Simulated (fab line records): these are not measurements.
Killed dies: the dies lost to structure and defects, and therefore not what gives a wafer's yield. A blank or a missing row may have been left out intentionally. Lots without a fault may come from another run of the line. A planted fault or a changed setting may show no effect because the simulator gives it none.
fab line records + flow n5-finfet
record
- lots=9
- wafers=25
- last-day=17
route steps=1938 shown BEOL_M12@1643 BEOL_M13@1659 PASSIVATION@1936
lots that met no fault: taken from a fault-free run of the same line
start-h: start of the lot's first displayed wafer, in hours after the record's first day + wait-h: time in hours since the lot's previous step + " same as the row above + L1.1+2: one row covering several wafers at once + - value missing, or start not given + * or withheld: withheld + < > ~ a bound
route shown NAME@n: NAME is a module with steps in the file, n the number in the route of the first one + usual: mean/standard deviation taken from wafers without a fault + same: alike in all rows + chamber/n: place in a boat + sites: each site's reading + _std_site: standard deviation across them + _edge_site: mean of outer sites minus mean of inner sites + radius-mm: for every site, how far away it sits from the centre of the wafer + mask NAME#n: copy n + behind: the last tool/chamber to shape the wafer + hold: cause of the lot's hold/its duration in hours/its outcome + device: which transistor (n, p or np) failed to switch + end of line: the route-end tests of the same wafers + a step without rows: its recipe alone + killed: at the first sort, the dies lost to defects and structure; wafer yield is something else + map: per-die view of a wafer (x killed, . not killed, _ where there is no die)
set.NAME: setting as actually run; set.NAME@STEP: the setting as run at that earlier step + model.NAME: the simulator's own value behind a step, which no gauge read
steps of the route over a sample of lots; a table a step, a row a wafer
services: the hour from which a tool's chamber was out of use, counted from the record's first day as start-h (under 0 if before that day), plus the number of hours and why
## steps
# step N5_BEOL_M12_ETCH_38
# recipe
- chemistry=CF4/N2
- target=SiCN
- target-depth-a=687
- taper-deg=2
- time-s=73.4
- ion-energy-ev=150
- mask-material=SiO2
- pressure-mtorr=40
- source-w=430
- bias-w=70
- Ar_flow_sccm=100
- cf4-flow-sccm=60
- n2-flow-sccm=60
# usual
- cf4-flow-sccm=59.98/0.18
- drypump-motor-current-A=5.7/0.37
- oes-product-au=0.80/0.095
- rf-vpp-V=382.5/1.8
- showerhead-plenum-p-Torr=2.21/0.067
- throttle-valve-pct=15.43/0.17
| lot.wafer | tool        | chamber | start-h | wait-h | cf4-flow-sccm | drypump-motor-current-A | oes-product-au | rf-hours-counter-h | rf-vpp-V | showerhead-plenum-p-Torr | throttle-valve-pct |
|-----------|-------------|---------|---------|--------|---------------|-------------------------|----------------|--------------------|----------|--------------------------|--------------------|
| L588.2    | rie-diel-05 | 3       | 253.18  | -      | 59.86         | 6.5                     | 0.95           | 15                 | 385.7    | 2.35                     | 15.23              |
| L588.5    | "           | 3       | "       | "      | 59.97         | 6.5                     | 0.95           | -                  | 385.3    | 2.35                     | 15.23              |
| L593.2    | rie-diel-03 | 3       | 275.78  | -      | 59.87         | 5.7                     | 0.77           | 151                | 380.4    | 2.11                     | 15.16              |
| L593.3    | "           | 0       | "       | "      | 60.14         | 5.9                     | 0.72           | 215                | 384.3    | 2.28                     | 15.42              |
| L593.4    | "           | 1       | "       | "      | 59.66         | 5.7                     | 0.79           | 97                 | 381.1    | 2.21                     | 15.29              |
| L599.1    | rie-diel-01 | 0       | 309.75  | -      | 59.91         | 5.9                     | 0.84           | 64                 | 379.5    | 2.16                     | 15.37              |
| L599.2    | "           | 3       | "       | "      | 59.72         | 5.5                     | 0.98           | 3                  | 381.2    | 2.18                     | 15.40              |
| L599.6    | "           | 0       | "       | "      | 59.94         | 5.9                     | 0.82           | -                  | 381.1    | 2.16                     | 15.36              |
| L600.2    | rie-diel-03 | 2       | 313.42  | -      | 59.88         | 5.0                     | 0.71           | 227                | 382.7    | 2.18                     | 15.42              |
| L600.3    | "           | 3       | "       | "      | 60.21         | 5.7                     | 0.76           | 164                | 379.2    | 2.11                     | 15.17              |
| L600.6    | "           | 2       | "       | "      | 59.75         | 5.0                     | 0.70           | -                  | 381.6    | 2.18                     | 15.43              |
| L606.3    | rie-diel-01 | 3       | 338.35  | -      | 60.44         | 5.6                     | 0.93           | 17                 | 380.9    | 2.17                     | 15.43              |
| L606.4    | "           | 0       | "       | "      | 60.04         | 5.9                     | 0.82           | -                  | 381.1    | 2.15                     | 15.38              |
| L607.1    | rie-diel-03 | 1       | 345.01  | -      | 60.07         | 5.7                     | 0.77           | 122                | 383.5    | 2.20                     | 15.34              |
| L607.2    | "           | 0       | "       | "      | 59.76         | 5.9                     | 0.70           | 240                | 382.9    | 2.27                     | 15.48              |
| L607.5    | "           | 1       | "       | "      | 59.91         | 5.7                     | 0.77           | -                  | 383.0    | 2.20                     | 15.33              |
| L608.1    | rie-diel-05 | 3       | 360.37  | -      | 59.89         | 6.4                     | 0.87           | 59                 | 385.0    | 2.34                     | 15.31              |
| L608.5    | "           | 2       | "       | "      | 59.90         | 5.2                     | 0.90           | -                  | 383.0    | 2.26                     | 15.48              |
| L608.6    | "           | 1       | "       | "      | 60.02         | 5.6                     | 0.68           | -                  | 385.1    | 2.24                     | 15.56              |
| L610.1    | rie-diel-03 | 3       | 374.24  | -      | 60.08         | 5.6                     | 0.74           | 186                | 380.4    | 2.10                     | 15.19              |
| L610.3    | "           | 1       | "       | "      | 59.98         | 5.6                     | 0.76           | 132                | 383.4    | 2.20                     | 15.36              |
| L610.4    | "           | 3       | "       | "      | 59.88         | 5.7                     | 0.75           | -                  | 380.0    | 2.10                     | 15.22              |
| L611.2    | rie-diel-05 | 2       | 377.99  | -      | 59.98         | 5.2                     | 0.89           | 31                 | 383.1    | 2.26                     | 15.48              |
| L611.4    | "           | 3       | "       | "      | 60.05         | 6.5                     | 0.87           | -                  | 386.1    | 2.33                     | 15.32              |
| L611.5    | "           | 2       | "       | "      | 59.91         | 5.2                     | 0.89           | -                  | 383.6    | 2.26                     | 15.49              |
# step N5_BEOL_M12_DEGAS_41
# recipe
- ambient=vacuum
- temp-c=250
- time-s=60
# usual
- heater-power-w=339/35
| lot.wafer | tool           | chamber | start-h | wait-h | heater-power-w |
|-----------|----------------|---------|---------|--------|----------------|
| L588.2    | pvd-sputter-02 | -       | 253.56  | 0.2    | 398            |
| L588.5    | "              | -       | "       | "      | 310            |
| L593.2    | pvd-sputter-03 | -       | 276.22  | 0.3    | 321            |
| L593.3    | "              | -       | "       | "      | 361            |
| L593.4    | "              | -       | "       | "      | 327            |
| L599.1    | pvd-sputter-02 | -       | 310.24  | 0.3    | 329            |
| L599.2    | "              | -       | "       | "      | 310            |
| L599.6    | "              | -       | "       | "      | 326            |
| L600.2    | pvd-sputter-02 | -       | 313.76  | 0.2    | 320            |
| L600.3    | "              | -       | "       | "      | 317            |
| L600.6    | "              | -       | "       | "      | 325            |
| L606.3    | pvd-sputter-02 | -       | 339.10  | 0.6    | 310            |
| L606.4    | "              | -       | "       | "      | 315            |
| L607.1    | pvd-sputter-02 | -       | 346.29  | 1.1    | 400            |
| L607.2    | "              | -       | "       | "      | 318            |
| L607.5    | "              | -       | "       | "      | 331            |
| L608.1    | pvd-sputter-01 | -       | 362.61  | 2.0    | 337            |
| L608.5    | "              | -       | "       | "      | 341            |
| L608.6    | "              | -       | "       | "      | 268            |
| L610.1    | pvd-sputter-03 | -       | 374.71  | 0.3    | 339            |
| L610.3    | "              | -       | "       | "      | 368            |
| L610.4    | "              | -       | "       | "      | 365            |
| L611.2    | pvd-sputter-02 | -       | 378.37  | 0.2    | 310            |
| L611.4    | "              | -       | "       | "      | 401            |
| L611.5    | "              | -       | "       | "      | 312            |
# step N5_BEOL_M12_CMP_49
# recipe
- stop-on=SiOC
- t-overpolish-s=20.6
- down-force-psi=1
- platen-rpm=50
- clearing-platen-down-force-psi=1.5
- clearing-platen-rpm=50
- post-cmp-clean=cu-alkaline
- target-thk-nm=320
- clearing-platen-pad-velocity-m-s=0.99484
- pad-velocity-m-s=0.99484
# usual
- barrier-field-endpoint-s=30.3/0.77
- head-pressure-psi=1.0001/0.0023
- motor-current-A=5.8/0.46
- overpolish-run-s=20.600/0.0097
| lot.wafer | tool   | chamber | start-h | wait-h | barrier-field-endpoint-s | head-pressure-psi | motor-current-A | overpolish-run-s |
|-----------|--------|---------|---------|--------|--------------------------|-------------------|-----------------|------------------|
| L588.2    | cmp-03 | 3       | 254.44  | 0.3    | 30.1                     | 1.0010            | 6.1             | 20.599           |
| L588.5    | "      | 1       | "       | "      | 30.5                     | 1.0061            | 5.4             | 20.605           |
| L593.3    | cmp-04 | 0       | 277.95  | 0.4    | 32.3                     | 0.9979            | 5.3             | 20.601           |
| L593.4    | "      | 1       | "       | "      | 30.5                     | 1.0006            | 5.8             | 20.577           |
| L593.2    | "      | 3       | "       | "      | 31.3                     | 0.9994            | 6.1             | 20.598           |
| L599.1    | cmp-02 | 0       | 311.07  | 0.3    | 30.5                     | 1.0016            | 6.8             | 20.587           |
| L599.2    | "      | 2       | "       | "      | 30.8                     | 1.0015            | 6.0             | 20.609           |
| L599.6    | "      | 0       | "       | "      | 30.7                     | 0.9988            | 7.0             | 20.602           |
| L600.2    | cmp-04 | 0       | 314.56  | 0.2    | 30.9                     | 0.9971            | 5.4             | 20.585           |
| L600.3    | "      | 3       | "       | "      | 30.4                     | 0.9983            | 6.2             | 20.600           |
| L600.6    | "      | 0       | "       | "      | 31.1                     | 0.9984            | 5.2             | 20.613           |
| L606.3    | cmp-04 | 0       | 339.94  | 0.2    | 32.0                     | 0.9980            | 5.4             | 20.606           |
| L606.4    | "      | 2       | "       | "      | 30.5                     | 0.9985            | 6.8             | 20.597           |
| L607.2    | cmp-04 | 2       | 347.19  | 0.3    | 29.8                     | 0.9975            | 6.9             | 20.593           |
| L607.1    | "      | 3       | "       | "      | 30.2                     | 1.0000            | 6.0             | 20.612           |
| L607.5    | "      | 0       | "       | "      | 30.9                     | 1.0010            | 5.3             | 20.600           |
| L608.1    | cmp-03 | 0       | 363.48  | 0.3    | 31.3                     | 0.9956            | 5.4             | 20.591           |
| L608.6    | "      | 2       | "       | "      | 30.1                     | 1.0007            | 5.4             | 20.589           |
| L608.5    | "      | 3       | "       | "      | 30.3                     | 0.9993            | 6.1             | 20.598           |
| L610.1    | cmp-03 | 3       | 375.56  | 0.3    | 30.3                     | 1.0022            | 5.7             | 20.601           |
| L610.4    | "      | 0       | "       | "      | 29.8                     | 1.0025            | 5.3             | 20.607           |
| L610.3    | "      | 1       | "       | "      | 29.9                     | 0.9970            | 5.4             | 20.599           |
| L611.2    | cmp-03 | 0       | 379.32  | 0.2    | 29.9                     | 0.9973            | 5.4             | 20.607           |
| L611.4    | "      | 1       | "       | "      | 29.4                     | 0.9992            | 5.5             | 20.593           |
| L611.5    | "      | 0       | "       | "      | 31.1                     | 0.9985            | 5.0             | 20.600           |
# step N5_BEOL_M13_ILD_DEP_00
# recipe
- material=SiOC
- target-thk-a=8379.2
- temp-c=350
- precursor=DEMS/O2
- pressure-torr=5
- rf-w=500
- time-s=166.4
# usual
- heater-power-outer-w=269/53
- heater-power-w=508/70
- run-length-s=211.2/0.59
- showerhead-plenum-p-Torr=5.700/0.013
- showerhead-vpp-V=1436/52
- throttle-valve-pct=12.0/0.62
| lot.wafer | tool     | chamber | start-h | wait-h | heater-power-outer-w | heater-power-w | run-length-s | showerhead-plenum-p-Torr | showerhead-vpp-V | throttle-valve-pct |
|-----------|----------|---------|---------|--------|----------------------|----------------|--------------|--------------------------|------------------|--------------------|
| L588.2    | pecvd-03 | 0       | 254.84  | 0.0    | 296                  | 559            | 210.7        | 5.686                    | 1402             | 12.0               |
| L588.5    | "        | 0       | "       | "      | 312                  | 593            | 210.7        | 5.693                    | 1418             | 12.0               |
| L593.2    | pecvd-02 | 0       | 278.44  | 0.0    | 304                  | 554            | 211.0        | 5.704                    | 1467             | 12.8               |
| L593.3    | "        | 2       | "       | "      | 171                  | 387            | 210.4        | 5.695                    | 1426             | 12.1               |
| L593.4    | "        | 2       | "       | "      | 199                  | 426            | 211.2        | 5.698                    | 1438             | 12.2               |
| L599.1    | pecvd-02 | 1       | 311.52  | 0.0    | 302                  | 562            | 212.1        | 5.705                    | 1424             | 11.3               |
| L599.2    | "        | 2       | "       | "      | 176                  | 410            | 210.5        | 5.710                    | 1420             | 12.3               |
| L599.6    | "        | 1       | "       | "      | 223                  | 442            | 211.8        | 5.703                    | 1412             | 11.3               |
| L600.2    | pecvd-02 | 1       | 315.04  | 0.0    | 302                  | 538            | 211.6        | 5.717                    | 1421             | 10.8               |
| L600.3    | "        | 2       | "       | "      | 160                  | 377            | 286.5        | 5.703                    | 1420             | 12.0               |
| L600.6    | "        | 1       | "       | "      | 223                  | 442            | 211.8        | 5.713                    | 1410             | 11.0               |
| L606.3    | pecvd-02 | 0       | 340.38  | 0.0    | 347                  | 597            | 286.4        | 5.699                    | 1495             | 13.0               |
| L606.4    | "        | 1       | "       | "      | 290                  | 531            | 286.8        | 5.699                    | 1439             | 11.2               |
| L607.1    | pecvd-04 | 0       | 347.59  | 0.0    | 278                  | 503            | 211.1        | 5.705                    | 1507             | 12.5               |
| L607.2    | "        | 1       | "       | "      | 314                  | 585            | 210.3        | 5.695                    | 1503             | 12.0               |
| L607.5    | "        | 0       | "       | "      | 204                  | 410            | 210.9        | 5.709                    | 1492             | 12.7               |
| L608.1    | pecvd-03 | 0       | 363.89  | 0.0    | 294                  | 545            | 211.1        | 5.706                    | 1419             | 11.9               |
| L608.5    | "        | 1       | "       | "      | 279                  | 486            | 210.9        | 5.705                    | 1356             | 12.2               |
| L608.6    | "        | 0       | "       | "      | 317                  | 571            | 211.3        | 5.707                    | 1400             | 12.2               |
| L610.1    | pecvd-03 | 0       | 376.04  | 0.0    | 249                  | 485            | 210.3        | 5.703                    | 1418             | 12.2               |
| L610.3    | "        | 2       | "       | "      | 254                  | 523            | 212.0        | 5.660                    | 1395             | 10.8               |
| L610.4    | "        | 1       | "       | "      | 264                  | 495            | 211.4        | 5.703                    | 1336             | 12.3               |
| L611.2    | pecvd-04 | 1       | 379.81  | 0.0    | 296                  | 548            | 210.4        | 5.701                    | 1506             | 11.9               |
| L611.4    | "        | 0       | "       | "      | 282                  | 497            | 210.8        | 5.710                    | 1513             | 12.1               |
| L611.5    | "        | 1       | "       | "      | 315                  | 567            | 210.2        | 5.697                    | 1492             | 12.0               |
# step N5_BEOL_M13_THK_MEAS_01
# recipe
- reads=SiOC_of_BEOL_M13_ILD_DEP_00
# usual
- M13_ILD_THK=841/9.7
| lot.wafer | tool          | chamber | start-h | wait-h | M13_ILD_THK[nm] |
|-----------|---------------|---------|---------|--------|-----------------|
| L588.2    | film-metro-02 | -       | 254.99  | 0.1    | 835             |
| L588.5    | "             | -       | "       | "      | 843             |
| L593.2    | film-metro-01 | -       | 278.59  | 0.1    | 829             |
| L593.3    | "             | -       | "       | "      | 836             |
| L593.4    | "             | -       | "       | "      | 844             |
| L599.1    | film-metro-01 | -       | 311.67  | 0.1    | 837             |
| L599.2    | "             | -       | "       | "      | 826             |
| L599.6    | "             | -       | "       | "      | 851             |
| L600.2    | film-metro-01 | -       | 315.19  | 0.1    | 822             |
| L600.3    | "             | -       | "       | "      | 1206            |
| L600.6    | "             | -       | "       | "      | 849             |
| L606.3    | film-metro-01 | -       | 340.54  | 0.1    | 1197            |
| L606.4    | "             | -       | "       | "      | 1227            |
| L607.1    | film-metro-02 | -       | 347.74  | 0.1    | 841             |
| L607.2    | "             | -       | "       | "      | 851             |
| L607.5    | "             | -       | "       | "      | 843             |
| L608.1    | film-metro-01 | -       | 364.04  | 0.1    | 836             |
| L608.5    | "             | -       | "       | "      | 841             |
| L608.6    | "             | -       | "       | "      | 838             |
| L610.1    | film-metro-02 | -       | 376.20  | 0.1    | 826             |
| L610.3    | "             | -       | "       | "      | 821             |
| L610.4    | "             | -       | "       | "      | 846             |
| L611.2    | film-metro-02 | -       | 379.96  | 0.1    | 842             |
| L611.4    | "             | -       | "       | "      | 851             |
| L611.5    | "             | -       | "       | "      | 853             |
# step N5_BEOL_M13_STRIP_63
# recipe
- chemistry=N2/H2
- power-w=1000
- temp-c=250
- h2-frac=0.65
- overash-fraction=0.3
- pressure-mtorr=1000
- n2-flow-sccm=1750
- h2-flow-sccm=3250
# usual
- drypump-motor-current-A=6.1/0.49
- heater-power-w=350/26
- oes-product-au=0.673/0.0047
- strip-time-to-endpoint-s=27.3/0.97
| lot.wafer | tool            | chamber | start-h | wait-h | drypump-motor-current-A | heater-power-w | oes-product-au | rf-hours-counter-h | strip-time-to-endpoint-s |
|-----------|-----------------|---------|---------|--------|-------------------------|----------------|----------------|--------------------|--------------------------|
| L588.2    | plasma-asher-02 | 1       | 255.83  | -      | 5.5                     | 372            | 0.669          | 80                 | 27.2                     |
| L588.5    | "               | 0       | "       | "      | 6.6                     | 350            | 0.668          | -                  | 26.3                     |
| L593.2    | plasma-asher-02 | 1       | 279.43  | -      | 5.5                     | 374            | 0.674          | 89                 | 28.3                     |
| L593.3    | "               | 1       | "       | "      | 5.5                     | 372            | 0.679          | -                  | 28.1                     |
| L593.4    | "               | 0       | "       | "      | 6.5                     | 356            | 0.676          | -                  | 27.5                     |
| L599.1    | plasma-asher-01 | 0       | 312.51  | -      | 6.3                     | 345            | 0.669          | 125                | 28.3                     |
| L599.2    | "               | 1       | "       | "      | 6.3                     | 281            | 0.679          | 125                | 29.7                     |
| L599.6    | "               | 0       | "       | "      | 6.3                     | 337            | 0.671          | -                  | 26.1                     |
| L600.2    | plasma-asher-02 | 1       | 316.03  | -      | 5.5                     | 367            | 0.670          | 98                 | 28.1                     |
| L600.3    | "               | 0       | "       | "      | 6.5                     | 349            | 0.229          | -                  | 0.0                      |
| L600.6    | "               | 1       | "       | "      | 5.5                     | 357            | 0.665          | -                  | 27.1                     |
| L606.3    | plasma-asher-02 | 1       | 341.42  | -      | 5.4                     | 375            | 0.235          | -                  | 0.0                      |
| L606.4    | "               | 0       | "       | "      | 6.6                     | 358            | 0.235          | -                  | 0.0                      |
| L607.1    | plasma-asher-02 | 0       | 348.58  | -      | 6.6                     | 357            | 0.674          | 107                | 26.9                     |
| L607.2    | "               | 1       | "       | "      | 5.5                     | 368            | 0.662          | 107                | 26.5                     |
| L607.5    | "               | 1       | "       | "      | 5.5                     | 372            | 0.671          | -                  | 26.5                     |
| L608.1    | plasma-asher-01 | 1       | 364.90  | -      | 6.3                     | 293            | 0.672          | 133                | 26.8                     |
| L608.5    | "               | 0       | "       | "      | 6.3                     | 334            | 0.671          | -                  | 26.8                     |
| L608.6    | "               | 1       | "       | "      | 6.4                     | 286            | 0.682          | -                  | 28.1                     |
| L610.1    | plasma-asher-02 | 1       | 377.03  | -      | 5.5                     | 379            | 0.677          | 112                | 28.4                     |
| L610.3    | "               | 1       | "       | "      | 5.5                     | 371            | 0.678          | -                  | 28.8                     |
| L610.4    | "               | 0       | "       | "      | 6.5                     | 350            | 0.674          | -                  | 25.9                     |
| L611.2    | plasma-asher-02 | 1       | 380.80  | -      | 5.5                     | 365            | 0.677          | 113                | 28.1                     |
| L611.4    | "               | 1       | "       | "      | 5.5                     | 380            | 0.670          | -                  | 27.0                     |
| L611.5    | "               | 0       | "       | "      | 6.6                     | 345            | 0.668          | -                  | 26.9                     |
# step N5_BEOL_M13_STRIP_64
# recipe
- chemistry=N2/H2
- power-w=1000
- temp-c=250
- h2-frac=0.65
- overash-fraction=0.3
- pressure-mtorr=withheld
- n2-flow-sccm=1750
- h2-flow-sccm=3250
# usual
- drypump-motor-current-A=6.1/0.49
- heater-power-w=351/25
- oes-product-au=0.715/0.0048
- strip-time-to-endpoint-s=31.34/0.082
| lot.wafer | tool            | chamber | start-h | wait-h | drypump-motor-current-A | heater-power-w | oes-product-au | rf-hours-counter-h | strip-time-to-endpoint-s |
|-----------|-----------------|---------|---------|--------|-------------------------|----------------|----------------|--------------------|--------------------------|
| L588.2    | plasma-asher-02 | 1       | 255.89  | 0.0    | 5.5                     | 378            | 0.726          | 80                 | 31.33                    |
| L588.5    | "               | 0       | "       | "      | 6.5                     | 356            | 0.712          | -                  | 31.39                    |
| L593.2    | plasma-asher-02 | 1       | 279.49  | 0.0    | 5.5                     | 369            | 0.723          | 89                 | 31.29                    |
| L593.3    | "               | 1       | "       | "      | 5.5                     | 380            | 0.716          | -                  | 31.31                    |
| L593.4    | "               | 0       | "       | "      | 6.5                     | 352            | 0.720          | -                  | 31.28                    |
| L599.1    | plasma-asher-01 | 0       | 312.57  | 0.0    | 6.3                     | 340            | 0.719          | 125                | 31.58                    |
| L599.2    | "               | 1       | "       | "      | 6.4                     | 293            | 0.707          | 125                | 31.55                    |
| L599.6    | "               | 0       | "       | "      | 6.3                     | 337            | 0.722          | -                  | 31.54                    |
| L600.2    | plasma-asher-02 | 1       | 316.09  | 0.0    | 5.4                     | 372            | 0.717          | 98                 | 31.33                    |
| L600.3    | "               | 0       | "       | "      | 6.6                     | 351            | 0.654          | -                  | 22.30                    |
| L600.6    | "               | 1       | "       | "      | 5.5                     | 374            | 0.705          | -                  | 31.41                    |
| L606.3    | plasma-asher-02 | 1       | 341.48  | 0.0    | 5.5                     | 368            | 0.661          | -                  | 22.01                    |
| L606.4    | "               | 0       | "       | "      | 6.5                     | 357            | 0.666          | -                  | 19.95                    |
| L607.1    | plasma-asher-02 | 0       | 348.64  | 0.0    | 6.6                     | 353            | 0.718          | 107                | 31.25                    |
| L607.2    | "               | 1       | "       | "      | 5.5                     | 371            | 0.722          | 107                | 31.28                    |
| L607.5    | "               | 1       | "       | "      | 5.5                     | 373            | 0.720          | -                  | 31.37                    |
| L608.1    | plasma-asher-01 | 1       | 364.96  | 0.0    | 6.4                     | 296            | 0.716          | 133                | 31.44                    |
| L608.5    | "               | 0       | "       | "      | 6.3                     | 343            | 0.718          | -                  | 31.33                    |
| L608.6    | "               | 1       | "       | "      | 6.3                     | 291            | 0.710          | -                  | 31.37                    |
| L610.1    | plasma-asher-02 | 1       | 377.09  | 0.0    | 5.5                     | 374            | 0.707          | 112                | 31.37                    |
| L610.3    | "               | 1       | "       | "      | 5.5                     | 368            | 0.714          | -                  | 31.29                    |
| L610.4    | "               | 0       | "       | "      | 6.6                     | 349            | 0.718          | -                  | 31.29                    |
| L611.2    | plasma-asher-02 | 1       | 380.86  | 0.0    | 5.5                     | 366            | 0.712          | 113                | 31.28                    |
| L611.4    | "               | 1       | "       | "      | 5.5                     | 383            | 0.722          | -                  | 31.31                    |
| L611.5    | "               | 0       | "       | "      | 6.6                     | 362            | 0.712          | -                  | 31.26                    |
# step N5_PASSIVATION_PROBE_49
# usual
- defect-limited-yield=90.9/1.6
- killed_at_M0_to_M3=34/11
- killed_at_M4_up=14/5.7
- killed-at-contacts=13/6.5
- killed-at-front-end=43/11
- killed-at-other=4/3.1
- killed-dies=107/19
- killed-open=71/14
- killed-short=35/7.9
- sort_bin_5_function=5.3/1.1
- sort_bin_6_memory=3.4/0.74
- sort_bin_8_speed=0.00/0.014
- sort-n-pass=1073/19
# same
- gross-dies=1180
- killed-at-back-side=0
- sort_bin_4_leakage[%]=0
| lot.wafer | tool      | chamber | start-h | wait-h | defect-limited-yield[%] | killed_at_M0_to_M3 | killed_at_M4_up | killed-at-contacts | killed-at-front-end | killed-at-other | killed-dies | killed-open | killed-short | sort_bin_5_function[%] | sort_bin_6_memory[%] | sort_bin_8_speed[%] | sort-n-pass |
|-----------|-----------|---------|---------|--------|-------------------------|--------------------|-----------------|--------------------|---------------------|-----------------|-------------|-------------|--------------|------------------------|----------------------|---------------------|-------------|
| L606.3    | prober-02 | -       | 370.62  | 0.1    | 93.9                    | 39                 | 5               | 7                  | 21                  | 0               | 72          | 42          | 30           | 3.8                    | 2.2                  | 0                   | 1108        |
| L606.4    | prober-02 | -       | 370.67  | 0.2    | 89.2                    | 40                 | 8               | 13                 | 64                  | 2               | 127         | 78          | 44           | 6.5                    | 3.8                  | 0                   | 1053        |
# killed by level:class
L606.3 BEOL_M0_SAQP:geometric-particle:short=18 STI_FIN_REVEAL:geometric-particle:open=10 MOL_CONTACT_COAG:geometric-particle:open=6 BEOL_M0_SAQP:geometric-particle:open=6 BEOL_M1:geometric-particle:open=5 BEOL_M0:geometric-particle:open=3 BEOL_M1:geometric-particle:short=3 FIN_SAQP:geometric-particle:open=2
L606.4 STI_FIN_REVEAL:geometric-particle:open=25 BEOL_M0_SAQP:geometric-particle:short=16 BEOL_M0_SAQP:geometric-particle:open=14 MOL_CONTACT_COAG:geometric-particle:open=7 MOL_CONTACT_COAG:geometric-particle:short=6 FIN_SAQP:geometric-particle:open=5 STI_FIN_REVEAL:geometric-particle:short=5 BEOL_M1:geometric-particle:open=5
## services
| tool            | chamber | start-h | hours | kind   |
|-----------------|---------|---------|-------|--------|
| cmp-03          | -       | 234.83  | 4.0   | pm     |
| plasma-asher-02 | -       | 239.56  | 0.8   | repair |
| cmp-03          | -       | 241.71  | 8.8   | pm     |
| rie-diel-01     | 0       | 243.88  | 4.7   | repair |
| plasma-asher-01 | -       | 262.40  | 6.9   | repair |
| plasma-asher-01 | -       | 269.31  | 14.6  | pm     |
| cmp-03          | -       | 276.12  | 4.4   | repair |
| cmp-04          | -       | 280.95  | 2.1   | repair |
| rie-diel-03     | -       | 296.94  | 2.7   | repair |
| rie-diel-03     | -       | 300.72  | 0.3   | repair |
| pecvd-02        | 0       | 303.55  | 6.0   | repair |
| pecvd-04        | -       | 305.06  | 0.7   | repair |
| pecvd-02        | -       | 308.59  | 2.8   | pm     |
| pecvd-04        | 1       | 311.86  | 2.0   | repair |
| plasma-asher-01 | -       | 314.96  | 2.8   | repair |
| cmp-04          | -       | 317.85  | 1.7   | repair |
| pecvd-04        | 2       | 321.50  | 4.9   | repair |
| rie-diel-05     | 1       | 326.19  | 19.6  | repair |
| cmp-03          | -       | 326.71  | 1.0   | repair |
| plasma-asher-01 | -       | 334.05  | 9.8   | repair |
| pecvd-03        | -       | 346.86  | 1.4   | repair |
| cmp-04          | -       | 347.34  | 4.0   | pm     |
| rie-diel-05     | 1       | 362.00  | 2.8   | repair |
| pecvd-03        | -       | 377.81  | 1.3   | repair |
## key
first-sign
- step=N5_BEOL_M13_ILD_DEP_00
- reading=run-length-s
- direction=up
- sigmas=99+
- usual=*
- struck=*
effect
- step=N5_BEOL_M13_THK_MEAS_01
- reading=M13_ILD_THK
- direction=up
- sigmas=38
- usual=841
- struck=1210
effect
- step=N5_BEOL_M13_STRIP_63
- reading=oes-product-au
- direction=down
- sigmas=94
- usual=0.673
- struck=0.233
effect
- step=N5_BEOL_M13_STRIP_64
- reading=strip-time-to-endpoint-s
- direction=down
- sigmas=99+
- usual=*
- struck=*
met-at N5_BEOL_M13_ILD_DEP_00
struck-lots L600,L606
struck-wafers L600.3,L606.3,L606.4
not-acting-at N5_BEOL_M12_ETCH_38,N5_BEOL_M12_DEGAS_41,N5_BEOL_M12_CMP_49
onset-between 311.52 315.04
fault
- kind=process-parameter-drift
- tool=pecvd-02
- chamber=-
- onset-h=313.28
- steps=N5_BEOL_M13_ILD_DEP_00
- channel=time-s
- offset=*
- shape=step
- end-h=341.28
- scope=struck-wafers-only
- acts-in=*
- stated=*
